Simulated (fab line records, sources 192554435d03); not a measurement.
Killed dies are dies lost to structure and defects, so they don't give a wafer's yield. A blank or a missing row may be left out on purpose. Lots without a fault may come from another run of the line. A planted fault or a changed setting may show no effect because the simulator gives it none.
Split-lot experiment | flow n5_finfet | 7 lots, 21 wafers read, on a route of 1938 steps

THE SPLIT
At N5_BEOL_M13_ETCH_59 (etches BARC in N2/H2, target depth 89 nm, overetch 26.7 nm, time 67.9 s), the setting time_s was moved away from the recipe's 67.9 s on 9 of the 21 wafers read, by -18.7% to +14.0%. The other wafers ran this setting at the recipe's value.

The reading is taken at the split's own step.

THE READING
coat_of_BEOL_M13_COAT_04.thk_nm (the simulator's own value, which no gauge read), in nm, at N5_BEOL_M13_ETCH_59 (etches BARC in N2/H2, target depth 89 nm, overetch 26.7 nm, time 67.9 s). The file gives no usual value for it. The 12 wafers here that ran the recipe average 317.3 nm, standard deviation 2.2 nm.

wafer  | tool, chamber at the split | time_s as run, s | against the recipe | coat_of_BEOL_M13_COAT_04.thk_nm, nm | against lot-mates on the recipe
L074.2 | rie_diel-06, 2             | 67.9             | recipe             | 318                                 | -
L074.3 | rie_diel-06, 3             | 67.9             | recipe             | 318.6                               | -
L074.6 | rie_diel-06, 1             | 67.9             | recipe             | 316.2                               | -
L079.2 | rie_diel-06, 0             | 67.9             | recipe             | 316                                 | -
L079.4 | rie_diel-06, 1             | 55.21            | -18.7%             | 327.2                               | +11.6
L079.6 | rie_diel-06, 2             | 67.9             | recipe             | 315.2                               | -
L084.2 | rie_diel-06, 3             | 77.41            | +14.0%             | 309.2                               | -5.8
L084.3 | rie_diel-06, 0             | 77.41            | +14.0%             | 306.2                               | -8.8
L084.6 | rie_diel-06, 1             | 67.9             | recipe             | 315                                 | -
L089.1 | rie_diel-04, 1             | 67.9             | recipe             | 318.8                               | -
L089.2 | rie_diel-04, 3             | 67.9             | recipe             | 316                                 | -
L089.6 | rie_diel-04, 2             | 56.71            | -16.5%             | 327.2                               | +9.8
L092.1 | rie_diel-06, 0             | 67.9             | recipe             | 313.6                               | -
L092.3 | rie_diel-06, 1             | 60.85            | -10.4%             | 319.6                               | +6.0
L092.6 | rie_diel-06, 1             | 60.85            | -10.4%             | 319.6                               | +6.0
L091.1 | rie_diel-06, 0             | 72.5             | +6.8%              | 313.4                               | -5.0
L091.2 | rie_diel-06, 2             | 72.5             | +6.8%              | 314                                 | -4.4
L091.5 | rie_diel-06, 2             | 67.9             | recipe             | 318.4                               | -
L096.2 | rie_diel-04, 0             | 67.9             | recipe             | 320.4                               | -
L096.4 | rie_diel-04, 1             | 67.9             | recipe             | 321.2                               | -
L096.5 | rie_diel-04, 0             | 62.33            | -8.2%              | 326                                 | +5.2

THE FIT
A straight line over all 21 wafers: coat_of_BEOL_M13_COAT_04.thk_nm changes by -0.571 nm for each +1% of time_s; r = -0.90; the points scatter about the line by 2.4 nm.
The same after taking each lot's own level away (the mean of its wafers on the recipe; 21 wafers): -0.585 nm for each +1%; r = -0.98; scatter 0.91 nm.
On that fit, the largest move of time_s shifts the reading by 11 nm.
The lots' own levels span 313.60 to 320.80 nm, that is 3.3 times the standard deviation above.
So the lot-to-lot level changes the slope little: the two slopes agree.
Check: with one of the wafers moved furthest among these (-18.7%) left out of the fit, the line predicts +10.8 nm for it against its lot-mates. It came out at +11.6 nm against them.

OTHER SPLITS ON THESE WAFERS
These wafers also went through other splits before the reading. Each is held against what the fit with the lots' levels taken away leaves over:
other split on the same wafers | wafers away from the commonest value | r with coat_of_BEOL_M13_COAT_04.thk_nm (lot level and that fit taken away)
N5_BEOL_M9_EXPOSE_25 dose_mj   | 9                                    | +0.43
N5_BEOL_M10_ETCH_41 source_w   | 5                                    | +0.38
N5_BEOL_M12_ILD_DEP_00 time_s  | 10                                   | +0.00

THE FILE'S OWN FIT
coat_of_BEOL_M13_COAT_04.thk_nm changes by -0.595 nm for each +1% of time_s, r = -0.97.
